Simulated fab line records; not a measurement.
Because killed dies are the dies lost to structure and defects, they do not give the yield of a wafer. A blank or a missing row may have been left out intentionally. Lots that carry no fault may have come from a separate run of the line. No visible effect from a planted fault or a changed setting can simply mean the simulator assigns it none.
Which tool did it? + flow nand harc + Sampling: 24 lots, 72 wafers, 4 of 1302 route steps

## WHAT THE GAUGES SHOWED, per wafer
NHARC_A_BONDPAD_OVL_MEAS_35. Usual: overlay x nm -2 nm, standard deviation 5.8; overlay y nm -1 nm, standard deviation 4.6.
| lot  | measured     | on         | overlay x nm (nm) | overlay y nm (nm) | flag |
|------|--------------|------------|-------------------|-------------------|------|
| L074 | day 23 03:38 | overlay-01 | 3 2 3             | 5 4 5             |      |
| L076 | day 23 19:21 | overlay-02 | -6 -5 -5          | 0 1 0             |      |
| L075 | day 23 23:37 | overlay-01 | -11 -11 -11       | -4 -4 -4          |      |
| L077 | day 24 06:04 | overlay-02 | -2 -1 -2          | 1 1 1             |      |
| L078 | day 24 07:04 | overlay-01 | 5 6 6             | 2 2 2             |      |
| L079 | day 24 21:07 | overlay-02 | -5 -5 -6          | -5 -5 -5          |      |
| L080 | day 25 14:21 | overlay-01 | 6 5 5             | 11 11 11          |      |
| L081 | day 25 23:52 | overlay-02 | -9 -9 -9          | -11 -11 -11       |      |
| L082 | day 26 02:58 | overlay-01 | 4 4 4             | -2 -1 -2          |      |
| L085 | day 27 19:47 | overlay-01 | 3 2 3             | 0 0 0             |      |
| L083 | day 27 23:47 | overlay-01 | -4 -5 -4          | 0 0 0             |      |
| L086 | day 28 01:07 | overlay-02 | 3 3 3             | 4 4 4             |      |
| L084 | day 28 02:40 | overlay-01 | -2 -2 -1          | 1 1 2             |      |
| L087 | day 28 21:37 | overlay-01 | 5 5 5             | -6 -6 -6          |      |
| L088 | day 29 02:01 | overlay-01 | -6 -6 -5          | -8 -8 -7          |      |
| L089 | day 29 11:47 | overlay-01 | 2 2 1             | -2 -2 -2          |      |
| L091 | day 29 16:28 | overlay-01 | -12 -11 -12       | -7 -8 -8          |      |
| L090 | day 29 17:32 | overlay-01 | -10 -10 -10       | -1 -1 -1          |      |
| L094 | day 31 03:44 | overlay-02 | -13 -14 -13       | 4 3 4             |      |
| L093 | day 31 05:20 | overlay-02 | -1 -1 -1          | 0 -1 0            |      |
| L092 | day 31 08:33 | overlay-02 | -6 -7 -6          | -2 -1 -1          |      |
| L095 | day 31 17:08 | overlay-02 | 4 4 4             | -5 -4 -5          |      |
| L096 | day 32 01:11 | overlay-02 | 1 1 1             | -1 -1 -1          |      |
| L097 | day 32 11:30 | overlay-02 | 1 1 0             | -1 -1 -1          |      |

NHARC_A_BONDPAD_CD_MEAS_13. Usual: cd nm reads 499.7 nm (standard deviation 1.8).
| lot  | measured     | on        | cd nm (nm)        | flag |
|------|--------------|-----------|-------------------|------|
| L074 | day 23 04:05 | cd sem-03 | 498.1 498.5 497.9 |      |
| L076 | day 23 19:47 | cd sem-01 | 500.3 499.5 500.5 |      |
| L075 | day 24 00:04 | cd sem-02 | 503.1 499.1 498.5 |      |
| L077 | day 24 06:30 | cd sem-01 | 502.2 502.4 501.0 |      |
| L078 | day 24 07:30 | cd sem-02 | 498.7 500.0 497.8 |      |
| L079 | day 24 21:34 | cd sem-03 | 500.2 497.7 502.5 |      |
| L080 | day 25 14:47 | cd sem-01 | 499.7 502.3 499.3 |      |
| L081 | day 26 00:18 | cd sem-02 | 499.5 502.5 502.8 |      |
| L082 | day 26 03:24 | cd sem-03 | 503.3 504.3 501.5 |      |
| L085 | day 27 20:13 | cd sem-01 | 500.5 497.0 500.5 |      |
| L083 | day 28 00:14 | cd sem-01 | 500.7 502.5 497.4 |      |
| L086 | day 28 01:36 | cd sem-01 | 497.6 499.0 496.5 |      |
| L084 | day 28 03:07 | cd sem-01 | 500.9 497.9 498.6 |      |
| L087 | day 28 22:04 | cd sem-03 | 502.5 498.0 498.6 |      |
| L088 | day 29 02:28 | cd sem-02 | 499.6 499.9 502.2 |      |
| L089 | day 29 12:19 | cd sem-02 | 499.1 495.8 497.1 |      |
| L091 | day 29 16:55 | cd sem-03 | 497.6 500.7 498.7 |      |
| L090 | day 29 17:58 | cd sem-03 | 498.7 499.5 499.0 |      |
| L094 | day 31 04:10 | cd sem-02 | 499.2 499.3 499.3 |      |
| L093 | day 31 05:47 | cd sem-01 | 498.2 498.2 499.2 |      |
| L092 | day 31 08:59 | cd sem-02 | 498.7 498.5 497.5 |      |
| L095 | day 31 17:35 | cd sem-02 | 499.1 498.5 501.7 |      |
| L096 | day 32 01:37 | cd sem-01 | 498.1 498.3 497.4 |      |
| L097 | day 32 11:56 | cd sem-01 | 501.2 499.6 497.8 |      |

## WHAT TOOL EACH LOT RAN ON (gives the tool, then ch and the chambers of the sampled wafers, and finally the start)
| lot  | NHARC_A_M0_PRE_CLEAN_31         | NHARC_A_M1_DEGAS_29          |
|------|---------------------------------|------------------------------|
| L074 | pecvd-04 ch 0,1,2, day 22 21:35 | pvd sputter-02, day 23 00:04 |
| L076 | pecvd-02 ch 0,1,2, day 23 13:10 | pvd sputter-03, day 23 15:46 |
| L075 | pecvd-02 ch 0,2, day 23 17:02   | pvd sputter-02, day 23 19:45 |
| L077 | pecvd-04 ch 0,1, day 24 00:07   | pvd sputter-03, day 24 02:35 |
| L078 | pecvd-04 ch 0,1,2, day 24 01:05 | pvd sputter-01, day 24 03:36 |
| L079 | pecvd-03 ch 0,1, day 24 15:11   | pvd sputter-03, day 24 17:41 |
| L080 | pecvd-03 ch 1,2, day 25 08:13   | pvd sputter-02, day 25 10:47 |
| L081 | pecvd-04 ch 0,2, day 25 17:24   | pvd sputter-03, day 25 19:55 |
| L082 | pecvd-03 ch 0,1, day 25 20:56   | pvd sputter-02, day 25 23:20 |
| L085 | pecvd-03 ch 0,1,2, day 27 13:28 | pvd sputter-01, day 27 16:11 |
| L083 | pecvd-02 ch 0,2, day 27 17:30   | pvd sputter-03, day 27 20:13 |
| L086 | pecvd-03 ch 0,2, day 27 19:08   | pvd sputter-01, day 27 21:40 |
| L084 | pecvd-04 ch 1,2, day 27 20:38   | pvd sputter-01, day 27 23:04 |
| L087 | pecvd-04 ch 0,1,2, day 28 15:31 | pvd sputter-03, day 28 18:03 |
| L088 | pecvd-04 ch 0,2, day 28 20:01   | pvd sputter-01, day 28 22:24 |
| L089 | pecvd-04 ch 1,2, day 29 05:49   | pvd sputter-02, day 29 08:20 |
| L091 | pecvd-02 ch 1,2, day 29 10:18   | pvd sputter-01, day 29 12:55 |
| L090 | pecvd-03 ch 0,2, day 29 11:28   | pvd sputter-01, day 29 13:58 |
| L094 | pecvd-02 ch 1,2, day 30 21:36   | pvd sputter-03, day 31 00:10 |
| L093 | pecvd-04 ch 0,1,2, day 30 23:22 | pvd sputter-03, day 31 01:46 |
| L092 | pecvd-02 ch 0,1,2, day 31 02:31 | pvd sputter-01, day 31 05:07 |
| L095 | pecvd-04 ch 0,2, day 31 11:11   | pvd sputter-03, day 31 13:35 |
| L096 | pecvd-02 ch 0,2, day 31 19:05   | pvd sputter-01, day 31 21:37 |
| L097 | pecvd-03 ch 1,2, day 32 05:29   | pvd sputter-03, day 32 07:55 |
- NHARC_A_M0_PRE_CLEAN_31: time 12 s.
- NHARC_A_M1_DEGAS_29: time 60 s.

## AS READ BY THE TOOLS THEMSELVES (means over the sampled wafers that have a number; for cases with no such wafer, the mark the record gives instead)
NHARC_A_M0_PRE_CLEAN_31. Usual: heater power w 590 W, standard deviation 63; rf fwd power W 292.5 W, standard deviation 0.88.
| lot  | tool     | heater power w (W) | rf fwd power W (W) | flag |
|------|----------|--------------------|--------------------|------|
| L074 | pecvd-04 | 552                | 292.0              |      |
| L076 | pecvd-02 | 657                | 292.5              |      |
| L075 | pecvd-02 | 698                | 292.8              |      |
| L077 | pecvd-04 | 535                | 292.4              |      |
| L078 | pecvd-04 | 575                | 292.9              |      |
| L079 | pecvd-03 | 609                | 291.9              |      |
| L080 | pecvd-03 | 575                | 292.1              |      |
| L081 | pecvd-04 | 603                | 292.4              |      |
| L082 | pecvd-03 | 557                | 292.6              |      |
| L085 | pecvd-03 | 615                | 292.3              |      |
| L083 | pecvd-02 | 688                | 291.2              |      |
| L086 | pecvd-03 | 530                | 291.9              |      |
| L084 | pecvd-04 | 555                | 292.9              |      |
| L087 | pecvd-04 | 561                | 293.1              |      |
| L088 | pecvd-04 | 591                | 293.1              |      |
| L089 | pecvd-04 | 587                | 291.5              |      |
| L091 | pecvd-02 | 587                | 292.5              |      |
| L090 | pecvd-03 | 517                | 292.6              |      |
| L094 | pecvd-02 | 615                | 293.1              |      |
| L093 | pecvd-04 | 576                | 292.9              |      |
| L092 | pecvd-02 | 620                | 292.0              |      |
| L095 | pecvd-04 | 551                | 293.5              |      |
| L096 | pecvd-02 | 711                | 293.0              |      |
| L097 | pecvd-03 | 644                | 293.0              |      |

NHARC_A_M1_DEGAS_29. Usual: heater power w reads 338 W (standard deviation 26).
| lot  | tool           | heater power w (W) | flag |
|------|----------------|--------------------|------|
| L074 | pvd sputter-02 | 343                |      |
| L076 | pvd sputter-03 | 340                |      |
| L075 | pvd sputter-02 | 342                |      |
| L077 | pvd sputter-03 | 339                |      |
| L078 | pvd sputter-01 | 326                |      |
| L079 | pvd sputter-03 | 328                |      |
| L080 | pvd sputter-02 | 351                |      |
| L081 | pvd sputter-03 | 350                |      |
| L082 | pvd sputter-02 | 344                |      |
| L085 | pvd sputter-01 | 296                |      |
| L083 | pvd sputter-03 | 342                |      |
| L086 | pvd sputter-01 | 347                |      |
| L084 | pvd sputter-01 | 332                |      |
| L087 | pvd sputter-03 | 341                |      |
| L088 | pvd sputter-01 | 326                |      |
| L089 | pvd sputter-02 | 341                |      |
| L091 | pvd sputter-01 | 339                |      |
| L090 | pvd sputter-01 | 327                |      |
| L094 | pvd sputter-03 | 349                |      |
| L093 | pvd sputter-03 | 336                |      |
| L092 | pvd sputter-01 | 334                |      |
| L095 | pvd sputter-03 | 341                |      |
| L096 | pvd sputter-01 | 334                |      |
| L097 | pvd sputter-03 | 335                |      |

## THE ANSWER, worked out from the rows above alone
Rule: a lot is off if the mean of its wafers that have a number lies more than 3 standard deviations from the usual mean. Also off: a lot with no number at a reading for which 4 or more lots have one. The other lots that the step has rows for count as sound. Order of review: gauges by route order, followed by the tools' own readings, for which a lot's mean as printed above is used. At the first step where some lot is off, the reading lying furthest off is the one used; lots without a number count as furthest.
No lot is off on any of the readings shown, so nothing can be concluded from this.

## WHAT HAD BEEN PUT IN BY THE SIMULATOR
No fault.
